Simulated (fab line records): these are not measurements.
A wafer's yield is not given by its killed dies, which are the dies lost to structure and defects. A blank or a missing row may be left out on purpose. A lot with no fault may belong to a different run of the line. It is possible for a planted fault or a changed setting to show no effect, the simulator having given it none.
Chamber matching :: flow n5_finfet :: 3 sister chambers for N5_MOL_CONTACT_COAG_CONTACT_ETCH_14 on rie_diel-06
The step etches SiO2 in C4F6/O2, target depth 27.5 nm, overetch 8.5 nm, time 20 s. 3 wafers are shown with their chamber, then 6 later ones without.

EACH WAFER AND ITS CHAMBER
wafer: L090.1
chamber: 3
showerhead_plenum_p_Torr (Torr): 2.96

wafer: L090.3
chamber: 1
showerhead_plenum_p_Torr (Torr): 3.06

wafer: L090.4
chamber: 2
showerhead_plenum_p_Torr (Torr): 2.85

WAFERS WITH NO CHAMBER GIVEN
wafer: L091.5
showerhead_plenum_p_Torr (Torr): 2.96

wafer: L091.6
showerhead_plenum_p_Torr (Torr): 2.85

wafer: L093.1
showerhead_plenum_p_Torr (Torr): 2.85

wafer: L093.3
showerhead_plenum_p_Torr (Torr): 2.95

wafer: L097.1
showerhead_plenum_p_Torr (Torr): 2.84

wafer: L097.5
showerhead_plenum_p_Torr (Torr): 3.05

THE CHAMBER EACH PASSED THROUGH
wafer: L091.5
from the rows above: 3
in truth: 3

wafer: L091.6
from the rows above: 2
in truth: 2

wafer: L093.1
from the rows above: 2
in truth: 2

wafer: L093.3
from the rows above: 3
in truth: 3

wafer: L097.1
from the rows above: 2
in truth: 2

wafer: L097.5
from the rows above: 1
in truth: 1
Correctly placed: 6 of 6. Number that these rows cannot place: 0. Number placed wrongly: 0.
How it was worked out, from the rows above alone: a wafer's distance from a chamber is the root of the sum, over the readings, of the square of ((its reading less the chamber's mean) divided by the reading's scatter). The wafer belongs to the nearest chamber; if the next one is less than 2 further off, it can't be placed. The mean given for a chamber averages the wafers shown for that chamber. The scatter (one wafer shown for each chamber): square how far every hidden wafer sits from the nearest shown wafer, average those squares and take the square root.
